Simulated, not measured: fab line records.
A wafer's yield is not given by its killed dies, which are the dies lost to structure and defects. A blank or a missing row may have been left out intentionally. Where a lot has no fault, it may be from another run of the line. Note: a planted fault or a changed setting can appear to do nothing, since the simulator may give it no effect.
What tool caused it?	flow n5 finfet	9 lots with 27 wafers sampled at 5 steps, on a route of 1938 steps

WHAT THE GAUGES READ, wafer by wafer
N5_BEOL_M4_RC_MEAS_101. Usual: DIBL_N 36.0 mV/V, standard deviation 1.7; DIBL_P 36.2 mV/V, standard deviation 1.9; IOFF_N 0.154 nA/um, standard deviation 0.028; IOFF_P 0.21 nA/um, standard deviation 0.036; ION_N 675 uA/um, standard deviation 11; ION_P 463 uA/um, standard deviation 8.3; SS_N 71.4 mV/dec, standard deviation 0.63; SS_P 73.2 mV/dec, standard deviation 0.55; VT_N 250.2 mV, standard deviation 3; VT_P -251 mV, standard deviation 3.7.
lot	measured	on	DIBL_N (mV/V)	DIBL_P (mV/V)	IOFF_N (nA/um)	IOFF_P (nA/um)	ION_N (uA/um)	ION_P (uA/um)	SS_N (mV/dec)	SS_P (mV/dec)	VT_N (mV)	VT_P (mV)	flag
L218	day 9 00:48	prober-02	37.5 34.2 36.4	37.4 33.4 35.8	0.178 0.133 0.157	0.29 0.23 0.26	673 672 666	469 475 468	71.7 70.0 71.2	73.6 73.3 73.5	248.0 251.1 253.0	-242 -245 -243	
L222	day 10 23:41	prober-02	37.7 38.0 34.4	38.6 38.8 34.9	0.180 0.185 0.128	0.23 0.23 0.17	685 679 671	477 467 462	71.5 72.4 71.1	73.7 73.4 72.3	249.5 246.9 252.7	-247 -248 -250	
L223	day 11 22:34	prober-01	38.5 34.9 37.2	40.8 36.2 39.1	0.191 0.124 0.178	0.23 0.17 0.20	689 654 700	469 455 465	71.7 71.2 71.2	73.7 73.0 74.1	247.8 255.7 246.3	-248 -254 -252	
L224	day 12 00:50	prober-02	34.7 35.7 35.7	35.6 36.4 36.5	0.134 0.155 0.146	0.18 0.20 0.19	666 679 674	460 461 465	71.4 71.4 71.2	72.7 72.8 72.5	252.2 248.9 249.6	-252 -251 -251	
L220	day 13 19:13	prober-01	34.5 36.8 37.0	35.1 38.3 39.3	0.143 0.181 0.202	0.19 0.23 0.26	664 683 688	458 470 469	71.8 71.7 72.3	73.2 74.0 73.5	250.0 249.0 244.7	-254 -251 -247	
L236	day 15 03:25	prober-02	37.2 39.3 36.8	37.0 38.5 36.7	0.177 0.221 0.175	0.23 0.26 0.24	681 682 687	468 466 474	71.8 72.9 70.9	73.7 73.6 74.0	250.5 246.6 247.1	-249 -246 -248	
L237	day 15 04:00	prober-01	35.2 33.8 36.6	32.4 32.5 35.7	0.128 0.107 0.150	0.17 0.17 0.22	662 669 673	459 462 466	70.8 70.2 71.1	72.1 72.8 72.9	256.1 258.0 251.3	-253 -255 -248	
L239	day 15 06:41	prober-02	37.4 37.1 34.3	39.0 37.7 34.6	0.203 0.182 0.134	0.29 0.27 0.21	690 676 668	476 471 466	71.6 71.2 70.7	74.1 73.0 72.8	243.0 246.8 252.2	-243 -244 -243	
L241	day 15 11:02	prober-02	36.1 35.9 37.9	36.9 34.8 39.6	0.145 0.148 0.192	0.21 0.19 0.25	660 662 697	455 456 471	71.4 71.4 72.3	73.0 72.7 73.9	253.2 252.0 247.7	-253 -252 -249	

N5_BEOL_M9_THK_MEAS_53: measures by xrf. Usual: M9_THK typically reads 141 nm, with standard deviation 4.5.
lot	measured	on	M9_THK (nm)	flag
L218	day 10 22:34	film metro-01	143 140 143	
L222	day 13 00:17	film metro-02	146 140 145	
L223	day 13 23:37	film metro-01	141 258 144	OFF
L224	day 13 23:10	film metro-02	137 140 144	
L220	day 15 23:31	film metro-02	135 142 144	
L236	day 17 02:14	film metro-01	132 139 141	
L237	day 17 06:40	film metro-02	145 144 134	
L239	day 17 09:38	film metro-01	154 155 149	
L241	day 17 18:12	film metro-01	143 141 145	

N5_BEOL_M9_INSPECT_58: inspects for defects (darkfield). Usual: 71 for raw defect count, sd 25.
lot	measured	on	raw defect count	flag
L218	day 10 22:44	defect inspect-02	89 64 96	
L222	day 13 00:27	defect inspect-01	41 38 65	
L223	day 13 23:46	defect inspect-01	102 4290 77	OFF
L224	day 13 23:19	defect inspect-01	80 77 44	
L220	day 15 23:41	defect inspect-02	89 97 158	
L236	day 17 02:25	defect inspect-02	99 101 69	
L237	day 17 06:53	defect inspect-02	144 98 84	
L239	day 17 09:48	defect inspect-02	54 54 68	
L241	day 17 18:22	defect inspect-02	124 71 73	

WHICH TOOL RAN EACH LOT (tool, then ch and the chambers of the sampled wafers, then the start)
lot	N5_BEOL_M9_PRE_CLEAN_45	N5_BEOL_M9_CMP_52
L218	pvd sputter-02, day 10 21:11	cmp-04 ch 0,2,3, day 10 22:21
L222	pvd sputter-01, day 12 20:54	cmp-03 ch 2,3, day 12 23:59
L223	pvd sputter-03, day 13 21:56	cmp-03 ch 1,3, day 13 23:19
L224	pvd sputter-02, day 13 18:43	cmp-03 ch 1,3, day 13 22:52
L220	pvd sputter-02, day 15 21:58	cmp-02 ch 0,2,3, day 15 23:17
L236	pvd sputter-01, day 17 00:42	cmp-02 ch 0,1,3, day 17 01:57
L237	pvd sputter-03, day 17 04:50	cmp-04 ch 0,2,3, day 17 06:23
L239	pvd sputter-02, day 17 07:38	cmp-04 ch 2,3, day 17 09:20
L241	pvd sputter-03, day 17 16:32	cmp-02 ch 1,2,3, day 17 18:01
- N5_BEOL_M9_PRE_CLEAN_45: time 30 s.
- N5_BEOL_M9_CMP_52: polishes, stops on SiCOH lowk, t overpolish 7 s, target thk 140 nm.

WHAT THE TOOLS THEMSELVES READ (means of the sampled wafers that have a number; where no wafer has one, the mark that the record gives instead)
N5_BEOL_M9_PRE_CLEAN_45. Usual: 323 W for heater power w, sd 25.
lot	tool	heater power w (W)	flag
L218	pvd sputter-02	320	
L222	pvd sputter-01	346	
L223	pvd sputter-03	341	
L224	pvd sputter-02	327	
L220	pvd sputter-02	321	
L236	pvd sputter-01	329	
L237	pvd sputter-03	320	
L239	pvd sputter-02	314	
L241	pvd sputter-03	306	

N5_BEOL_M9_CMP_52. Usual: barrier field endpoint s 28.9 s, standard deviation 0.91; motor current A 6.1 A, standard deviation 0.45; overpolish run s 7.000 s, standard deviation 0.009; time to endpoint s 65 s, standard deviation 4.
lot	tool	barrier field endpoint s (s)	motor current A (A)	overpolish run s (s)	time to endpoint s (s)	flag
L218	cmp-04	28.7	5.9	7.007	62	
L222	cmp-03	29.2	6.2	7.003	65	
L223	cmp-03	35.1	6.2	4.675	75	OFF
L224	cmp-03	27.5	6.3	7.004	59	
L220	cmp-02	29.1	6.3	7.009	69	
L236	cmp-02	28.4	6.0	7.000	64	
L237	cmp-04	30.1	5.7	6.999	70	
L239	cmp-04	30.3	5.9	7.004	70	
L241	cmp-02	28.8	6.1	6.995	65	

THE ANSWER, worked out from the rows above alone
Rule: lot off if the mean of its wafers having a number is beyond 3 standard deviations from the usual mean. A lot without any number at a reading at which 4 lots or more have one is off too. All remaining lots with rows at the step are treated as sound. First the gauges in route order, then the tools' own readings, where a lot's mean is used as printed above. The first step at which some lot is off is used, and at that step the reading that is off furthest; a lot without a number counts as furthest.
Off: at N5_BEOL_M9_THK_MEAS_53 (M9_THK), L223.
A tool fits if, at a process step before that reading, it ran every lot that is off, and no sound lot after the first of them. The gauges at N5_BEOL_M9_THK_MEAS_53 aren't tried: what is off there is off at N5_BEOL_M9_INSPECT_58 too, on other tools, and a gauge's error can't cause that. One candidate fits, namely cmp-03 at N5_BEOL_M9_CMP_52. A fault onset in the window from L224 (day 13 22:52, its last sound lot) to L223 (day 13 23:19, its first lot off) fits.
The tool's own readings at N5_BEOL_M9_CMP_52 bear it out: on the lots that are off they differ by more than 5 times the standard deviation of the sound lots' means. barrier field endpoint s reads 35.1 s there against 29.0 s on the sound lots; overpolish run s reads 4.675 s there against 7.003 s on the sound lots.

WHAT WAS PUT IN BY THE SIMULATOR
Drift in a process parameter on cmp-03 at N5_BEOL_M9_CMP_52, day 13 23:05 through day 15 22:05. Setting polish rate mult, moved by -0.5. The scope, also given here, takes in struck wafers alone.
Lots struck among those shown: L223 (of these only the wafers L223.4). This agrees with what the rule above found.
